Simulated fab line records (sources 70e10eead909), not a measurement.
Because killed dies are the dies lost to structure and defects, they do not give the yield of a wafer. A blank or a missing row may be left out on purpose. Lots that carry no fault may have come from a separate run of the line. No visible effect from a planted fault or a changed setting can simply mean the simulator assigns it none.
fab line records	flow nand-harc
record: lots: 13	wafers: 39	last-day: 33
route steps=1302 shown A_DECK1_JOINT@527 A_ONON_D2@561 END@1302
lots with no fault: from the same line, run without faults
start-h: hours from the record's opening day to when the first of the lot's shown wafers began	wait-h: hours since the lot's step before	" same as the row above	L1.1+2: a single row standing in for several wafers	- no value, or no start given	* or withheld: withheld	< > ~ a bound
route shown NAME@n: a module of which the file shows steps, and the number in the route of the first	usual: mean/standard deviation of fault-free wafers	same: alike in all rows	chamber/n: place in a boat	sites: the reading at each site	_std_site: the standard deviation of these	_edge_site: outer sites' mean less inner sites'	radius-mm: how far each site lies from the wafer's centre	mask NAME#n: copy n	behind: the tool/chamber that last shaped the wafer	hold: why the lot went on hold/how many hours it stayed there/how the hold came to an end	device: whichever transistor did not switch (one of n, p or np)	end of line: tests of these same wafers at the route's end	step lacking rows: just its recipe	killed: at the first sort, the dies lost to defects and structure; wafer yield is something else	map: a wafer's dies, x killed, . not, _ none there
set.NAME: the setting the step ran with; set.NAME@STEP: the setting that earlier step ran with	model.NAME: the simulator's own value behind a step, which no gauge read
a sample of lots followed through the steps of the route, with each step as a table and each wafer as a row
services: from which hour (start-h, from the record's first day; less than 0 if before it) a tool's chamber was out of use, for how many hours, and why
== steps ==
step: NHARC_A_DECK1_JOINT_CMP_13
recipe: target-thk-nm: 51.023
usual: motor-current-A: 12.4/1.4	slurry-flow-ml-min: 150.1/0.43	time-to-endpoint-s: 9.4/1.8
lot.wafer	tool	chamber	start-h	wait-h	motor-current-A	slurry-flow-ml-min	time-to-endpoint-s
L598.3	cmp-02	0	263.51	0.4	10.3	150.3	11.4
L598.2	"	1	"	"	11.2	149.8	8.1
L598.1	"	2	"	"	14.5	149.9	10.2
L600.4	cmp-01	2	273.63	0.4	13.5	149.6	11.1
L600.1	"	3	"	"	10.1	149.8	10.3
L600.5	"	2	"	"	13.7	149.8	11.4
L601.4	cmp-02	3	280.41	0.4	12.8	150.2	10.2
L601.2	"	0	"	"	10.9	149.4	9.8
L601.6	"	3	"	"	12.9	149.9	9.9
L603.2	cmp-02	0	305.88	0.4	10.6	150.8	11.1
L603.3	"	1	"	"	10.8	150.1	6.6
L603.1	"	2	"	"	13.9	149.9	9.5
L604.2	cmp-02	1	312.27	0.4	11.2	150.1	7.0
L604.1	"	3	"	"	13.5	150.8	7.7
L604.6	"	2	"	"	13.9	150.0	8.6
L605.3	cmp-02	3	323.66	0.4	13.4	150.3	9.4
L605.1	"	0	"	"	10.8	149.9	10.3
L605.5	"	3	"	"	13.2	149.8	8.7
L607.1	cmp-01	0	334.14	0.4	12.0	149.3	8.1
L607.2	"	3	"	"	11.1	150.3	8.9
L607.6	"	0	"	"	13.0	149.9	7.0
L606.3	cmp-03	0	334.16	0.4	12.8	150.9	6.4
L606.2	"	1	"	"	11.8	150.4	6.4
L606.1	"	2	"	"	15.2	150.3	10.0
L609.1	cmp-03	1	361.64	0.4	11.4	150.2	13.0
L609.4	"	3	"	"	10.9	150.2	12.1
L609.5	"	2	"	"	14.9	150.0	13.5
L610.1	cmp-03	2	367.82	0.4	15.2	150.2	8.2
L610.2	"	0	"	"	12.8	149.2	6.5
L610.5	"	2	"	"	14.9	150.7	10.6
L617.1	cmp-01	0	445.27	0.4	12.9	149.4	11.3
L617.3	"	1	"	"	12.2	149.9	9.9
L617.4	"	2	"	"	13.0	150.5	7.4
L616.4	cmp-03	2	445.28	0.4	14.4	150.2	9.0
L616.3	"	0	"	"	12.4	150.8	7.4
L616.2	"	1	"	"	11.7	150.5	8.2
L618.1	cmp-03	1	459.51	0.4	11.5	150.2	6.9
L618.3	"	2	"	"	15.2	149.2	11.9
L618.6	"	1	"	"	11.8	151.0	9.3
step: NHARC_A_ONON_D2_THK_MEAS_24
recipe: thk-meas-gauge: ellipsometry
usual: thk-nm: 997/10
lot.wafer	tool	chamber	start-h	wait-h	thk-nm
L598.1	film-metro-01	-	300.40	-	1004
L598.2	"	-	"	"	1007
L598.3	"	-	"	"	1008
L600.1	film-metro-01	-	313.93	-	991
L600.4	"	-	"	"	994
L600.5	"	-	"	"	991
L601.2	film-metro-02	-	325.72	-	986
L601.4	"	-	"	"	985
L601.6	"	-	"	"	983
L603.1	film-metro-01	-	339.84	-	998
L603.2	"	-	"	"	999
L603.3	"	-	"	"	999
L604.1	film-metro-01	-	349.47	-	987
L604.2	"	-	"	"	986
L604.6	"	-	"	"	989
L605.1	film-metro-01	-	359.01	-	1007
L605.3	"	-	"	"	1006
L605.5	"	-	"	"	1006
L606.1	film-metro-01	-	369.68	-	990
L606.2	"	-	"	"	989
L606.3	"	-	"	"	988
L607.1	film-metro-01	-	369.99	-	996
L607.2	"	-	"	"	997
L607.6	"	-	"	"	999
L609.1	film-metro-02	-	394.71	-	1006
L609.4	"	-	"	"	1004
L609.5	"	-	"	"	1003
L610.1	film-metro-02	-	408.72	-	987
L610.2	"	-	"	"	990
L610.5	"	-	"	"	988
L616.2	film-metro-02	-	488.56	-	1008
L616.3	"	-	"	"	1009
L616.4	"	-	"	"	1008
L617.1	film-metro-01	-	488.56	-	1000
L617.3	"	-	"	"	1000
L617.4	"	-	"	"	1001
L618.1	film-metro-01	-	495.17	-	993
L618.3	"	-	"	"	992
L618.6	"	-	"	"	995
step: NHARC_A_ONON_D2_DEP_28
recipe: target-thk-a: 10000	n2-flow-sccm: 2750	n2o-flow-sccm: 2000	nh3-flow-sccm: 500	sih4-flow-sccm: 210	temp-c: 400
lot.wafer	tool	chamber	start-h	wait-h
L598.1+2+3	pecvd-onon-04	0	301.02	0.1
L600.1+4+5	pecvd-onon-01	0	314.55	0.1
L601.2+4+6	pecvd-onon-01	0	326.40	0.1
L603.1+2+3	pecvd-onon-02	0	340.46	0.1
L604.1+2+6	pecvd-onon-01	0	350.09	0.1
L605.1+3+5	pecvd-onon-02	0	359.64	0.1
L606.1+2+3	pecvd-onon-01	0	370.30	0.1
L607.1+2+6	pecvd-onon-04	0	370.62	0.1
L609.1+4+5	pecvd-onon-04	0	395.33	0.1
L610.1+2+5	pecvd-onon-01	0	409.35	0.1
L617.1+3+4	pecvd-onon-04	0	489.17	0.1
L616.2+3+4	pecvd-onon-01	0	489.23	0.1
L618.1+3+6	pecvd-onon-01	0	495.79	0.1
step: NHARC_A_ONON_D2_THK_MEAS_30
recipe: thk-meas-gauge: ellipsometry
usual: thk-nm: 1002/9.9
lot.wafer	tool	chamber	start-h	wait-h	hold	thk-nm
L598.1	film-metro-01	-	301.53	-	-	1030
L598.2	"	-	"	"	-	1029
L598.3	"	-	"	"	-	1028
L600.1	film-metro-01	-	315.06	-	-	1010
L600.4	"	-	"	"	-	1011
L600.5	"	-	"	"	-	1011
L601.2	film-metro-02	-	326.86	-	-	1006
L601.4	"	-	"	"	-	1006
L601.6	"	-	"	"	-	1006
L603.1	film-metro-02	-	340.97	-	-	992
L603.2	"	-	"	"	-	992
L603.3	"	-	"	"	-	993
L604.1	film-metro-01	-	350.60	-	-	1024
L604.2	"	-	"	"	-	1023
L604.6	"	-	"	"	-	1022
L605.1	film-metro-01	-	360.17	-	-	989
L605.3	"	-	"	"	-	990
L605.5	"	-	"	"	-	990
L606.1	film-metro-01	-	370.81	-	-	1011
L606.2	"	-	"	"	-	1010
L606.3	"	-	"	"	-	1009
L607.1	film-metro-01	-	371.13	-	-	1005
L607.2	"	-	"	"	-	1004
L607.6	"	-	"	"	-	1005
L609.1	film-metro-01	-	395.85	-	-	1002
L609.4	"	-	"	"	-	1005
L609.5	"	-	"	"	-	1003
L610.1	film-metro-02	-	409.86	-	-	985
L610.2	"	-	"	"	-	985
L610.5	"	-	"	"	-	984
L616.2	film-metro-01	-	489.68	-	await-dispo/0.2h/release	912
L616.3	"	-	"	"	await-dispo/0.2h/release	912
L616.4	"	-	"	"	await-dispo/0.2h/release	911
L616.2	film-metro-01	-	489.86	0.2	-	910
L616.3	"	-	"	"	-	912
L616.4	"	-	"	"	-	912
L617.1	film-metro-02	-	489.69	-	-	1013
L617.3	"	-	"	"	-	1009
L617.4	"	-	"	"	-	1011
L618.1	film-metro-01	-	496.30	-	await-dispo/0.2h/release	905
L618.3	"	-	"	"	await-dispo/0.2h/release	902
L618.6	"	-	"	"	await-dispo/0.2h/release	905
L618.1	film-metro-01	-	496.48	0.2	-	902
L618.3	"	-	"	"	-	905
L618.6	"	-	"	"	-	903
step: NHARC_A_ONON_D2_INSPECT_32
usual: raw-defect-count: 419/170
lot.wafer	tool	chamber	start-h	wait-h	raw-defect-count
L598.1	defect-inspect-01	-	302.07	0.0	410
L598.2	"	-	"	"	298
L598.3	"	-	"	"	313
L600.1	defect-inspect-02	-	315.61	0.0	457
L600.4	"	-	"	"	596
L600.5	"	-	"	"	264
L601.2	defect-inspect-02	-	327.41	0.0	282
L601.4	"	-	"	"	335
L601.6	"	-	"	"	306
L603.1	defect-inspect-01	-	341.53	0.0	305
L603.2	"	-	"	"	239
L603.3	"	-	"	"	288
L604.1	defect-inspect-02	-	351.18	0.0	342
L604.2	"	-	"	"	336
L604.6	"	-	"	"	776
L605.1	defect-inspect-01	-	360.86	0.0	405
L605.3	"	-	"	"	564
L605.5	"	-	"	"	527
L606.1	defect-inspect-02	-	371.37	0.0	650
L606.2	"	-	"	"	844
L606.3	"	-	"	"	516
L607.1	defect-inspect-01	-	371.69	0.0	523
L607.2	"	-	"	"	425
L607.6	"	-	"	"	752
L609.1	defect-inspect-01	-	396.43	0.0	212
L609.4	"	-	"	"	234
L609.5	"	-	"	"	309
L610.1	defect-inspect-02	-	410.40	0.0	218
L610.2	"	-	"	"	277
L610.5	"	-	"	"	270
L617.1	defect-inspect-01	-	490.22	0.0	510
L617.3	"	-	"	"	433
L617.4	"	-	"	"	469
L616.2	defect-inspect-02	-	493.77	0.0	532
L616.3	"	-	"	"	468
L616.4	"	-	"	"	417
L618.1	defect-inspect-01	-	499.39	0.0	564
L618.3	"	-	"	"	229
L618.6	"	-	"	"	305
step: NHARC_END_SORT_01
recipe: temp-c: 25
usual: killed-at-array: 61/23	killed-at-other: 1.3/1.4	killed-at-periphery: 4.0/2.6	killed-dies: 66/22	killed-open: 3.4/1.8	killed-short: 2.3/1.4
same: gross-dies: 677
lot.wafer	tool	chamber	start-h	wait-h	hold	killed-at-array	killed-at-other	killed-at-periphery	killed-dies	killed-open	killed-short
L598.1	prober-01	0	570.70	2.5	-	98	1	2	101	4	2
L598.2	prober-01	0	571.50	2.8	-	97	0	7	104	2	4
L598.3	prober-01	0	572.30	3.1	-	102	1	1	104	3	2
L600.1	prober-02	0	580.60	2.5	-	55	1	2	58	4	1
L600.4	prober-02	0	583.03	3.4	-	52	1	2	55	0	3
L600.5	prober-02	0	583.84	3.7	-	44	0	0	44	6	3
L601.2	prober-02	0	597.70	2.8	-	61	4	5	70	1	1
L601.4	prober-02	0	599.32	3.4	-	74	3	2	79	4	1
L601.6	prober-02	0	600.93	4.0	-	70	1	12	83	4	1
L603.1	prober-01	0	616.20	2.5	-	81	2	3	86	4	1
L603.2	prober-01	0	616.99	2.8	-	70	2	1	73	3	1
L603.3	prober-01	0	617.79	3.1	-	50	3	3	56	0	1
L604.1	prober-02	0	621.19	2.5	-	26	1	3	30	6	4
L604.2	prober-02	0	621.99	2.8	-	33	1	2	36	3	3
L604.6	prober-02	0	625.19	4.0	-	30	0	2	32	2	2
L605.1	prober-01	0	628.47	2.5	-	106	2	4	112	3	3
L605.3	prober-01	0	630.08	3.1	-	111	1	1	113	2	3
L605.5	prober-01	0	631.69	3.7	-	114	2	2	118	2	4
L607.1	prober-02	0	640.61	2.5	-	27	1	6	34	3	2
L607.2	prober-02	0	641.42	2.8	-	32	3	12	47	5	4
L607.6	prober-02	0	644.64	4.0	-	32	5	8	45	4	3
L606.1	prober-01	0	640.63	2.5	-	111	0	2	113	2	1
L606.2	prober-01	0	641.43	2.8	-	103	1	6	110	3	1
L606.3	prober-01	0	642.22	3.1	-	105	0	3	108	5	3
L609.1	prober-01	0	663.75	2.5	-	41	2	3	46	1	4
L609.4	prober-01	0	666.15	3.4	-	43	0	3	46	3	5
L609.5	prober-01	0	666.95	3.7	-	42	1	3	46	1	5
L610.1	prober-01	0	677.78	2.5	-	64	4	1	69	4	3
L610.2	prober-01	0	678.57	2.8	-	70	1	2	73	5	1
L610.5	prober-01	0	680.96	3.7	-	56	0	5	61	4	4
L617.1	prober-01	0	761.92	2.5	-	53	1	7	61	4	3
L617.3	prober-01	0	763.53	3.1	-	47	0	5	52	0	1
L617.4	prober-01	0	764.34	3.4	-	50	0	4	54	4	3
L616.2	prober-02	0	765.81	2.8	await-dispo/1.0h/scrap	671	1	5	677	4	4
L616.3	prober-02	0	766.61	3.1	await-dispo/1.0h/scrap	663	2	12	677	3	0
L616.4	prober-02	0	767.41	3.4	await-dispo/1.0h/scrap	669	1	7	677	1	1
L618.1	prober-02	0	780.63	2.5	await-dispo/4.4h/scrap	671	3	3	677	3	1
L618.3	prober-02	0	782.25	3.1	await-dispo/4.4h/scrap	673	3	1	677	4	1
L618.6	prober-02	0	784.67	4.0	await-dispo/4.4h/scrap	672	1	4	677	3	1
killed by level:class
L598.1 A_CHANNEL_HOLE_D2:chamber-film-flake=37 A_CHANNEL_HOLE_D1:chamber-film-flake=27 A_SLIT:chamber-film-flake=19 A_WL_FILL:chamber-film-flake=3 A_STAIRCASE:chamber-film-flake=2 A_CONTACT:chamber-film-flake=2 A_M0:chamber-film-flake=2 P_CONTACT:geometric-particle:open=1
L598.2 A_CHANNEL_HOLE_D2:chamber-film-flake=33 A_CHANNEL_HOLE_D1:chamber-film-flake=31 A_SLIT:chamber-film-flake=19 A_CHANNEL_FILL_D1:chamber-film-flake=4 P_STI:chamber-film-flake=2 P_CONTACT:chamber-film-flake=2 A_ZERO_WELL:chamber-film-flake=2 A_CONTACT:chamber-film-flake=2
L598.3 A_SLIT:chamber-film-flake=33 A_CHANNEL_HOLE_D2:chamber-film-flake=29 A_CHANNEL_HOLE_D1:chamber-film-flake=24 A_CONTACT:chamber-film-flake=3 A_M0:chamber-film-flake=3 A_CHANNEL_FILL_D1:chamber-film-flake=2 A_STAIRCASE:chamber-film-flake=2 A_SOURCE_PLATE:geometric-particle:short=1
L600.1 A_CHANNEL_HOLE_D1:chamber-film-flake=39 A_CHANNEL_HOLE_D2:chamber-film-flake=8 A_STAIRCASE:chamber-film-flake=2 P_M0:geometric-particle:open=1 A_DECK1_JOINT:geometric-particle:open=1 A_CHANNEL_FILL_D2:geometric-particle:open=1 A_WL_FILL:geometric-particle:open=1 P_M0:chamber-film-flake=1
L600.4 A_CHANNEL_HOLE_D1:chamber-film-flake=35 A_CHANNEL_HOLE_D2:chamber-film-flake=7 A_STAIRCASE:chamber-film-flake=3 A_CHANNEL_FILL_D1:geometric-particle:short=2 A_CONTACT:chamber-film-flake=2 A_ONON_D1:geometric-particle:short=1 P_ZERO_WELL:chamber-film-flake=1 P_STI:chamber-film-flake=1
L600.5 A_CHANNEL_HOLE_D1:chamber-film-flake=21 A_CHANNEL_HOLE_D2:chamber-film-flake=10 A_DECK1_JOINT:geometric-particle:open=2 A_CHANNEL_HOLE_D2:geometric-particle:open=2 A_CHANNEL_HOLE_D2:geometric-particle:short=2 A_CONTACT:chamber-film-flake=2 A_ONON_D1:geometric-particle:open=1 A_CHANNEL_HOLE_D1:geometric-particle:open=1
L601.2 A_CHANNEL_HOLE_D2:chamber-film-flake=26 A_SLIT:chamber-film-flake=19 A_CONTACT:chamber-film-flake=11 THIN_TSV:chamber-film-flake=4 P_STI:chamber-film-flake=3 A_STAIRCASE:chamber-film-flake=2 A_CHANNEL_HOLE_D1:geometric-particle:open=1 A_WL_FILL:geometric-particle:short=1
L601.4 A_SLIT:chamber-film-flake=28 A_CHANNEL_HOLE_D2:chamber-film-flake=28 A_CONTACT:chamber-film-flake=6 THIN_TSV:chamber-film-flake=3 A_M0:geometric-particle:open=2 A_CHANNEL_HOLE_D1:chamber-film-flake=2 A_CHANNEL_FILL_D1:chamber-film-flake=2 P_M1:geometric-particle:open=1
L601.6 A_CHANNEL_HOLE_D2:chamber-film-flake=30 A_SLIT:chamber-film-flake=27 A_CONTACT:chamber-film-flake=5 P_GATE:chamber-film-flake=4 P_CONTACT:chamber-film-flake=4 A_CHANNEL_HOLE_D1:chamber-film-flake=4 P_M1:geometric-particle:open=3 A_ONON_D2:geometric-particle:short=1
L603.1 A_CHANNEL_HOLE_D1:chamber-film-flake=37 A_CHANNEL_HOLE_D2:chamber-film-flake=34 A_M1:chamber-film-flake=4 A_ONON_D2:geometric-particle:open=2 A_CONTACT:chamber-film-flake=2 THIN_TSV:chamber-film-flake=2 P_M0:geometric-particle:open=1 P_M1:geometric-particle:open=1
L603.2 A_CHANNEL_HOLE_D1:chamber-film-flake=33 A_CHANNEL_HOLE_D2:chamber-film-flake=23 A_CONTACT:chamber-film-flake=3 A_DECK1_JOINT:chamber-film-flake=2 A_WL_FILL:chamber-film-flake=2 THIN_TSV:chamber-film-flake=2 A_DECK1_JOINT:geometric-particle:open=1 A_CHANNEL_FILL_D2:geometric-particle:short=1
L603.3 A_CHANNEL_HOLE_D2:chamber-film-flake=27 A_CHANNEL_HOLE_D1:chamber-film-flake=18 THIN_TSV:chamber-film-flake=3 P_M2:chamber-film-flake=2 A_M1:chamber-film-flake=2 A_CHANNEL_FILL_D1:geometric-particle:short=1 P_GATE:chamber-film-flake=1 A_ZERO_WELL:chamber-film-flake=1
L604.1 A_CHANNEL_HOLE_D2:chamber-film-flake=8 A_CHANNEL_HOLE_D1:chamber-film-flake=6 A_CHANNEL_FILL_D1:geometric-particle:open=2 A_SLIT:chamber-film-flake=2 A_WL_FILL:chamber-film-flake=2 P_STI:geometric-particle:open=1 P_GATE:geometric-particle:open=1 P_M2:geometric-particle:open=1
L604.2 A_CHANNEL_HOLE_D2:chamber-film-flake=18 A_CHANNEL_HOLE_D1:chamber-film-flake=4 P_ZERO_WELL:chamber-film-flake=2 A_M1:chamber-film-flake=2 A_SOURCE_PLATE:geometric-particle:open=1 A_ONON_D1:geometric-particle:short=1 A_ONON_D2:geometric-particle:open=1 A_CHANNEL_FILL_D2:geometric-particle:short=1
L604.6 A_CHANNEL_HOLE_D2:chamber-film-flake=16 A_STAIRCASE:chamber-film-flake=3 A_CHANNEL_HOLE_D1:chamber-film-flake=2 A_WL_FILL:chamber-film-flake=2 A_M1:chamber-film-flake=2 P_M0:geometric-particle:short=1 A_SOURCE_PLATE:geometric-particle:short=1 A_CHANNEL_HOLE_D2:geometric-particle:open=1
L605.1 A_SLIT:chamber-film-flake=36 A_CHANNEL_HOLE_D1:chamber-film-flake=34 A_CHANNEL_HOLE_D2:chamber-film-flake=29 A_CONTACT:chamber-film-flake=3 A_STAIRCASE:chamber-film-flake=2 THIN_TSV:chamber-film-flake=2 P_GATE:geometric-particle:open=1 P_M0:geometric-particle:open=1
L605.3 A_SLIT:chamber-film-flake=37 A_CHANNEL_HOLE_D2:chamber-film-flake=34 A_CHANNEL_HOLE_D1:chamber-film-flake=31 A_ONON_D2:geometric-particle:short=2 A_STAIRCASE:chamber-film-flake=2 A_CONTACT:chamber-film-flake=2 P_M0:geometric-particle:open=1 A_DECK1_JOINT:geometric-particle:short=1
L605.5 A_SLIT:chamber-film-flake=41 A_CHANNEL_HOLE_D1:chamber-film-flake=33 A_CHANNEL_HOLE_D2:chamber-film-flake=30 A_CONTACT:chamber-film-flake=5 THIN_TSV:chamber-film-flake=2 P_GATE:geometric-particle:short=1 P_GATE:geometric-particle:open=1 A_CHANNEL_FILL_D1:geometric-particle:short=1
L607.1 A_CHANNEL_HOLE_D2:chamber-film-flake=7 P_BONDPAD:chamber-film-flake=4 A_CHANNEL_HOLE_D1:chamber-film-flake=4 A_STAIRCASE:chamber-film-flake=4 A_CHANNEL_HOLE_D2:geometric-particle:open=2 P_ZERO_WELL:chamber-film-flake=2 A_SLIT:chamber-film-flake=2 A_CONTACT:chamber-film-flake=2
L606.1 A_CHANNEL_HOLE_D2:chamber-film-flake=39 A_CHANNEL_HOLE_D1:chamber-film-flake=35 A_SLIT:chamber-film-flake=30 A_STAIRCASE:chamber-film-flake=2 A_ONON_D1:geometric-particle:short=1 A_DECK1_JOINT:geometric-particle:open=1 A_M0:geometric-particle:open=1 P_STI:chamber-film-flake=1
L607.2 A_CHANNEL_HOLE_D2:chamber-film-flake=15 P_BONDPAD:chamber-film-flake=6 A_CHANNEL_HOLE_D1:chamber-film-flake=3 THIN_TSV:chamber-film-flake=3 P_ZERO_WELL:chamber-film-flake=2 A_ZERO_WELL:chamber-film-flake=2 A_SLIT:chamber-film-flake=2 A_CONTACT:chamber-film-flake=2
L606.2 A_SLIT:chamber-film-flake=35 A_CHANNEL_HOLE_D1:chamber-film-flake=32 A_CHANNEL_HOLE_D2:chamber-film-flake=32 P_CONTACT:geometric-particle:open=2 P_CONTACT:chamber-film-flake=2 A_STAIRCASE:chamber-film-flake=2 P_M0:geometric-particle:open=1 A_WL_FILL:geometric-particle:short=1
L606.3 A_SLIT:chamber-film-flake=37 A_CHANNEL_HOLE_D1:chamber-film-flake=30 A_CHANNEL_HOLE_D2:chamber-film-flake=30 P_CONTACT:geometric-particle:open=2 A_DECK1_JOINT:geometric-particle:open=2 A_STAIRCASE:chamber-film-flake=2 P_CONTACT:geometric-particle:short=1 A_CHANNEL_FILL_D1:geometric-particle:open=1
L607.6 A_CHANNEL_HOLE_D2:chamber-film-flake=17 A_CONTACT:chamber-film-flake=5 P_BONDPAD:chamber-film-flake=4 THIN_TSV:chamber-film-flake=4 A_CHANNEL_HOLE_D1:chamber-film-flake=2 A_SLIT:chamber-film-flake=2 P_GATE:geometric-particle:open=1 P_M0:geometric-particle:open=1
L609.1 A_CHANNEL_HOLE_D2:chamber-film-flake=26 A_CHANNEL_HOLE_D1:chamber-film-flake=4 A_STAIRCASE:chamber-film-flake=3 THIN_TSV:chamber-film-flake=2 P_GATE:geometric-particle:short=1 A_ONON_D1:geometric-particle:open=1 A_DECK1_JOINT:geometric-particle:short=1 A_SGD_CUT:geometric-particle:short=1
L609.4 A_CHANNEL_HOLE_D2:chamber-film-flake=21 A_CHANNEL_HOLE_D1:chamber-film-flake=10 A_CONTACT:chamber-film-flake=3 A_ONON_D1:geometric-particle:short=2 P_CONTACT:geometric-particle:short=1 P_M0:geometric-particle:open=1 A_CHANNEL_HOLE_D2:geometric-particle:open=1 A_CHANNEL_FILL_D2:geometric-particle:short=1
L609.5 A_CHANNEL_HOLE_D2:chamber-film-flake=22 A_CHANNEL_HOLE_D1:chamber-film-flake=8 A_SGD_CUT:chamber-film-flake=3 A_WL_FILL:chamber-film-flake=2 P_GATE:geometric-particle:short=1 A_DECK1_JOINT:geometric-particle:short=1 A_CHANNEL_FILL_D2:geometric-particle:short=1 A_CHANNEL_FILL_D2:geometric-particle:open=1
L610.1 A_SLIT:chamber-film-flake=28 A_CHANNEL_HOLE_D2:chamber-film-flake=16 A_CHANNEL_HOLE_D1:chamber-film-flake=6 A_CONTACT:chamber-film-flake=5 THIN_TSV:chamber-film-flake=3 A_ONON_D1:geometric-particle:open=1 A_SGD_CUT:geometric-particle:short=1 A_WL_FILL:geometric-particle:short=1
L610.2 A_SLIT:chamber-film-flake=31 A_CHANNEL_HOLE_D2:chamber-film-flake=13 A_CONTACT:chamber-film-flake=11 A_CHANNEL_HOLE_D1:chamber-film-flake=5 A_M0:geometric-particle:open=2 A_STAIRCASE:chamber-film-flake=2 A_WL_FILL:chamber-film-flake=2 P_STI:geometric-particle:open=1
L610.5 A_SLIT:chamber-film-flake=23 A_CHANNEL_HOLE_D2:chamber-film-flake=13 A_STAIRCASE:chamber-film-flake=6 A_CONTACT:chamber-film-flake=6 A_CHANNEL_FILL_D1:geometric-particle:open=2 A_CHANNEL_FILL_D2:geometric-particle:short=2 A_CHANNEL_HOLE_D1:chamber-film-flake=2 P_STI:geometric-particle:short=1
L617.1 A_CHANNEL_HOLE_D1:chamber-film-flake=39 A_SLIT:chamber-film-flake=5 P_CONTACT:geometric-particle:open=2 P_GATE:chamber-film-flake=2 A_DECK1_JOINT:chamber-film-flake=2 A_CONTACT:chamber-film-flake=2 P_M1:geometric-particle:open=1 A_CHANNEL_HOLE_D1:geometric-particle:short=1
L617.3 A_CHANNEL_HOLE_D1:chamber-film-flake=32 A_SLIT:chamber-film-flake=7 A_STAIRCASE:chamber-film-flake=4 A_CONTACT:chamber-film-flake=3 P_ZERO_WELL:chamber-film-flake=2 P_BONDPAD:chamber-film-flake=2 A_CHANNEL_HOLE_D1:geometric-particle:short=1 P_STI:chamber-film-flake=1
L617.4 A_CHANNEL_HOLE_D1:chamber-film-flake=26 A_SLIT:chamber-film-flake=8 A_CONTACT:chamber-film-flake=4 A_CHANNEL_FILL_D1:geometric-particle:open=3 A_CHANNEL_FILL_D1:geometric-particle:short=2 P_ZERO_WELL:chamber-film-flake=2 A_CHANNEL_HOLE_D2:chamber-film-flake=2 A_CHANNEL_HOLE_D1:geometric-particle:short=1
L616.2 A_ONON_D2:area-dep=603 A_SLIT:chamber-film-flake=27 A_CHANNEL_HOLE_D2:chamber-film-flake=15 A_CHANNEL_HOLE_D1:chamber-film-flake=11 P_CONTACT:chamber-film-flake=4 A_ONON_D1:geometric-particle:short=3 A_ONON_D1:geometric-particle:open=3 A_CONTACT:chamber-film-flake=3
L616.3 A_ONON_D2:area-dep=597 A_CHANNEL_HOLE_D2:chamber-film-flake=27 A_SLIT:chamber-film-flake=19 P_CONTACT:chamber-film-flake=10 A_CHANNEL_HOLE_D1:chamber-film-flake=10 A_CONTACT:chamber-film-flake=3 A_M1:geometric-particle:open=2 A_CHANNEL_FILL_D1:chamber-film-flake=2
L616.4 A_ONON_D2:area-dep=595 A_CHANNEL_HOLE_D2:chamber-film-flake=33 A_SLIT:chamber-film-flake=22 A_CHANNEL_HOLE_D1:chamber-film-flake=9 P_CONTACT:chamber-film-flake=6 A_CONTACT:chamber-film-flake=6 A_DECK1_JOINT:geometric-particle:open=1 A_SGD_CUT:geometric-particle:short=1
L618.1 A_ONON_D2:area-dep=619 A_SLIT:chamber-film-flake=25 A_CHANNEL_HOLE_D1:chamber-film-flake=13 A_CONTACT:chamber-film-flake=6 A_STAIRCASE:chamber-film-flake=4 THIN_TSV:chamber-film-flake=3 P_CONTACT:geometric-particle:open=1 A_CHANNEL_FILL_D2:geometric-particle:open=1
L618.3 A_ONON_D2:area-dep=618 A_SLIT:chamber-film-flake=31 A_CONTACT:chamber-film-flake=7 A_STAIRCASE:chamber-film-flake=6 A_CHANNEL_HOLE_D1:chamber-film-flake=5 THIN_TSV:chamber-film-flake=3 A_CHANNEL_FILL_D1:chamber-film-flake=2 P_M0:geometric-particle:open=1
L618.6 A_ONON_D2:area-dep=600 A_SLIT:chamber-film-flake=33 A_CHANNEL_HOLE_D1:chamber-film-flake=16 A_CONTACT:chamber-film-flake=12 A_STAIRCASE:chamber-film-flake=4 A_CHANNEL_FILL_D1:chamber-film-flake=2 A_WL_FILL:chamber-film-flake=2 P_GATE:geometric-particle:short=1
== services ==
tool	chamber	start-h	hours	kind
cmp-03	-	252.05	40.1	repair
cmp-01	-	265.68	0.6	repair
pecvd-onon-01	-	269.13	13.0	pm
cmp-01	-	283.50	4.0	pm
pecvd-onon-04	-	311.10	13.0	pm
cmp-02	-	317.24	0.5	repair
pecvd-onon-01	-	322.46	3.8	repair
cmp-01	-	328.52	0.9	repair
cmp-02	-	330.52	4.0	pm
pecvd-onon-02	-	366.19	13.0	pm
cmp-03	-	371.51	2.4	repair
cmp-01	-	381.50	4.0	pm
cmp-03	-	390.28	4.0	pm
cmp-01	-	413.27	0.6	repair
cmp-02	-	428.52	4.0	pm
pecvd-onon-01	-	450.13	13.0	pm
cmp-03	-	456.90	2.2	repair
cmp-02	-	475.89	0.7	repair
cmp-03	-	477.51	1.8	repair
cmp-01	-	479.50	4.0	pm
cmp-03	-	480.48	3.2	repair
cmp-03	-	488.39	4.0	pm
cmp-02	-	488.55	2.0	repair
pecvd-onon-04	-	492.10	13.0	pm
== key ==
first-sign: step: NHARC_A_ONON_D2_THK_MEAS_30	reading: visit	direction: added
effect: step: NHARC_A_ONON_D2_THK_MEAS_30	reading: thk-nm	direction: down	sigmas: 9.6	usual: 1002	struck: 908
effect: step: NHARC_END_SORT_01	reading: killed-dies	direction: up	sigmas: 27	usual: 66	struck: 677
more-kills-born-at: NHARC_A_ONON_D2_DEP_28@pecvd-onon-01: 3632
met-at NHARC_A_ONON_D2_DEP_28
struck-lots L616,L618
later-rows-left-out L616.2,L616.3,L616.4,L618.1,L618.3,L618.6
tester-left-out L616,L618
not-acting-at NHARC_A_DECK1_JOINT_CMP_13,NHARC_A_ONON_D2_THK_MEAS_24,NHARC_A_ONON_D2_INSPECT_32
onset-between 409.35 489.23
fault: kind: process-parameter-drift	tool: pecvd-onon-01	chamber: -	onset-h: 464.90	steps: NHARC_A_ONON_D2_DEP_28	channel: target-thk-a	offset: *	shape: step	end-h: 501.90	acts-in: *	stated: *
tester-left-out: of these lots the tester's yield and bins aren't shown, on N5 and GAA mostly nor the transistor test; their killed dies are dies lost to structure and defects alone, not to doping, threshold or leakage, so they don't give the yield
later-rows-left-out: the simulator's readings of these wafers behind a module that went badly wrong aren't trusted and aren't shown, but for the sort
